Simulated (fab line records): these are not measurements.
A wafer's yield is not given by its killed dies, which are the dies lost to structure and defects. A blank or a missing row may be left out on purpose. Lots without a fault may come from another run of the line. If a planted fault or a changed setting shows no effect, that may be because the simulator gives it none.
A lot that was struck, set against a sound lot | flow nand_harc | 26 steps out of a route of 1302
Sound: these wafers, L727.1, L727.3, L727.6. Struck: wafers L718.2, L718.3, L718.4. The cause comes at the end.
For every step that has rows: the tool of each side, followed by ch and its chambers, followed by its first start. Under that, the readings that differ: sound wafers | struck wafers | difference of the means | sigmas: that difference in standard deviations of wafers without a fault.
alike: words and numbers the same on both sides, and readings whose means are apart by under 2 such deviations; not compared: readings that were withheld, readings missing a value for some wafer, numbers with overlapping values and no deviation given by the record, and bounds like >300 which may hide the same value.
The two part at a step that has a row with sigmas, a row that says differs or no value, or rows on one side only. Non-overlapping numbers with no deviation appear without sigmas and do not part them. A reading that every wafer of one side lacks parts them only if that side has two wafers or more.

NHARC_P_ZERO_WELL_CD_MEAS_37 targets a cd of 720 nm.
  sound on cd_sem-03 ch 0, day 9 02:14; struck on cd_sem-03 ch 0, day 5 08:11
  alike: cd_nm
then, 1 step without rows for these wafers: NHARC_P_ZERO_WELL_HARDBAKE_38 (time 80 s).
NHARC_P_ZERO_WELL_DESCUM_39: chemistry O2, time 3 s.
  sound on rie_diel-13 ch 1,2,3, day 9 02:25; struck on rie_diel-05 ch 1,2,3, day 5 08:22
  alike: drypump_motor_current_A, oes_product_au, rf_vpp_V, showerhead_plenum_p_Torr, throttle_valve_pct
  not compared: rf_hours_counter_h
then, 9 steps without rows for these wafers: NHARC_P_ZERO_WELL_IMPLANT_40; NHARC_P_ZERO_WELL_IMPLANT_59; NHARC_P_ZERO_WELL_IMPLANT_60; NHARC_P_ZERO_WELL_STRIP_41 (strips in SPM, time 840 s); NHARC_P_ZERO_WELL_DEHYDRATE_44 (time 120 s); NHARC_P_ZERO_WELL_HMDS_45 (time 30 s); NHARC_P_ZERO_WELL_COAT_46; NHARC_P_ZERO_WELL_SOFTBAKE_47 (time 95 s); NHARC_P_ZERO_WELL_EBR_48.
NHARC_P_ZERO_WELL_EXPOSE_49: exposes mask P HVPW, target cd 2000 nm.
  sound on krf_scanner-04 ch 0, day 9 03:43; struck on krf_scanner-04, day 5 09:36
  no value came back on the struck wafers for exposure_dose_mJ_cm2, focus_offset_nm (nm); on the sound wafers exposure_dose_mJ_cm2 reads 22.621 22.673 22.669
  alike: mask
then, 2 steps without rows for these wafers: NHARC_P_ZERO_WELL_PEB_50 (peb time 85 s); NHARC_P_ZERO_WELL_DEVELOP_51 (time 70 s).
NHARC_P_ZERO_WELL_CD_MEAS_52 targets a cd of 2000 nm.
  sound on cd_sem-03 ch 0, day 9 03:52; struck on cd_sem-03 ch 0, day 5 09:45
  reading    | sound                | struck | difference                    | sigmas
  cd_nm (nm) | 1999.3 2000.1 2001.3 | - - -  | no value on the struck wafers |
then, 1 step without rows for these wafers: NHARC_P_ZERO_WELL_HARDBAKE_53 (time 80 s).
NHARC_P_ZERO_WELL_DESCUM_54: chemistry O2, time 3 s.
  sound on rie_diel-05 ch 1,3, day 9 04:02; struck on rie_diel-07 ch 1,2,3, day 5 09:55
  reading                      | sound          | struck            | difference | sigmas
  model.P_ZERO_WELL.cd_nm (nm) | 2000 2001 2001 | 718.6 718.7 717.2 | -1282.5    |
  alike: drypump_motor_current_A, oes_product_au, rf_vpp_V, showerhead_plenum_p_Torr, throttle_valve_pct
  not compared: rf_hours_counter_h
then, 5 steps without rows for these wafers: NHARC_P_ZERO_WELL_IMPLANT_55; NHARC_P_ZERO_WELL_IMPLANT_61; NHARC_P_ZERO_WELL_STRIP_56 (strips in SPM, time 840 s); NHARC_P_ZERO_WELL_PRECLEAN_68 (cleans in SC1, time 60 s); NHARC_P_ZERO_WELL_SRD_69.
NHARC_P_ZERO_WELL_RTA_42: time 300 s.
  sound on rtp_anneal-02 ch 0, day 9 05:00; struck on rtp_anneal-01 ch 0, day 5 10:59
  reading            | sound          | struck         | difference | sigmas
  lamp_power_pct (%) | 39.3 39.3 39.3 | 35.4 35.2 35.3 | -4.0       | -2
  alike: anneal_temp_c_max, wafer_temp_C_max
NHARC_P_ZERO_WELL_INSPECT_43:
  sound on defect_inspect-01 at day 9 05:41; struck on defect_inspect-02 at day 5 11:34
  reading          | sound    | struck         | difference | sigmas
  raw_defect_count | 13 16 11 | 1083 1137 1065 | +1082      | +99 or more
-- record jumps: 23 days between struck wafers' starts before vs after; left off in module P_ZERO_WELL, resumes in module END, first step shown is number 1302 of the route --
NHARC_END_SORT_01:
  here the record holds rows for the struck wafers (prober-02 ch 0, day 28 05:27) but none for the sound ones

## WHERE THEY PART
First at NHARC_P_ZERO_WELL_EXPOSE_49; last, within this record, at NHARC_END_SORT_01.

WHY: whatever the simulator had introduced
Whole step skipped at NHARC_P_ZERO_WELL_EXPOSE_49 on krf_scanner-04, starting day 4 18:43. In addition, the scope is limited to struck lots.
